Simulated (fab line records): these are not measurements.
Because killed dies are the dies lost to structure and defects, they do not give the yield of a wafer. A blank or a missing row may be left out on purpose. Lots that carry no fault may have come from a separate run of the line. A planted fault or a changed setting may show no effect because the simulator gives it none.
Chamber matching / flow nand-harc / NHARC_A_STAIRCASE_DEP_471 on pecvd-03: 3 sister chambers
The step deposits SiO2, target thk 100 nm. 6 wafers are shown with their chamber, then 12 later ones without.

== WAFERS, EACH WITH ITS CHAMBER ==
wafer=L086.1; chamber=1; throttle-valve-pct (%)=15.5; heater-power-w (W)=572
wafer=L086.2; chamber=0; throttle-valve-pct (%)=16.7; heater-power-w (W)=429
wafer=L086.3; chamber=2; throttle-valve-pct (%)=16.3; heater-power-w (W)=546
wafer=L087.4; chamber=0; throttle-valve-pct (%)=16.7; heater-power-w (W)=556
wafer=L087.5; chamber=1; throttle-valve-pct (%)=15.6; heater-power-w (W)=528
wafer=L087.6; chamber=2; throttle-valve-pct (%)=16.5; heater-power-w (W)=571

== WAFERS WITHOUT THEIR CHAMBER ==
wafer=L092.1; throttle-valve-pct (%)=16.3; heater-power-w (W)=587
wafer=L092.2; throttle-valve-pct (%)=15.6; heater-power-w (W)=615
wafer=L092.3; throttle-valve-pct (%)=17.0; heater-power-w (W)=534
wafer=L091.1; throttle-valve-pct (%)=16.0; heater-power-w (W)=581
wafer=L091.3; throttle-valve-pct (%)=16.8; heater-power-w (W)=504
wafer=L091.5; throttle-valve-pct (%)=17.0; heater-power-w (W)=520
wafer=L091.2; throttle-valve-pct (%)=15.7; heater-power-w (W)=518
wafer=L091.4; throttle-valve-pct (%)=15.5; heater-power-w (W)=512
wafer=L091.6; throttle-valve-pct (%)=16.4; heater-power-w (W)=607
wafer=L097.1; throttle-valve-pct (%)=16.9; heater-power-w (W)=429
wafer=L097.4; throttle-valve-pct (%)=17.4; heater-power-w (W)=441
wafer=L097.6; throttle-valve-pct (%)=16.6; heater-power-w (W)=490

== WHICH CHAMBER EACH WENT THROUGH ==
wafer=L092.1; from the rows above=2; in truth=2
wafer=L092.2; from the rows above=1; in truth=1
wafer=L092.3; from the rows above=0; in truth=0
wafer=L091.1; from the rows above=can't be placed: 2 or 1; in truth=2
wafer=L091.3; from the rows above=0; in truth=0
wafer=L091.5; from the rows above=0; in truth=0
wafer=L091.2; from the rows above=1; in truth=1
wafer=L091.4; from the rows above=1; in truth=1
wafer=L091.6; from the rows above=2; in truth=2
wafer=L097.1; from the rows above=0; in truth=0
wafer=L097.4; from the rows above=0; in truth=0
wafer=L097.6; from the rows above=can't be placed: 0 or 2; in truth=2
10 of 12 placed correctly. Cannot be placed on the basis of these rows: 2; the candidates contain the true chamber in 2. Wrongly placed: 0.
How it was worked out, from the rows above alone: a wafer's distance from a chamber is the root of the sum, over the readings, of the square of ((its reading less the chamber's mean) divided by the reading's scatter). The wafer belongs to the nearest chamber; if the next one is less than 2 further off, it can't be placed. For every chamber, the mean is computed from those of its wafers that are shown. The scatter: the root of (the sum of the squares of (reading less its chamber's mean) over the shown wafers, divided by (wafers less chambers)).
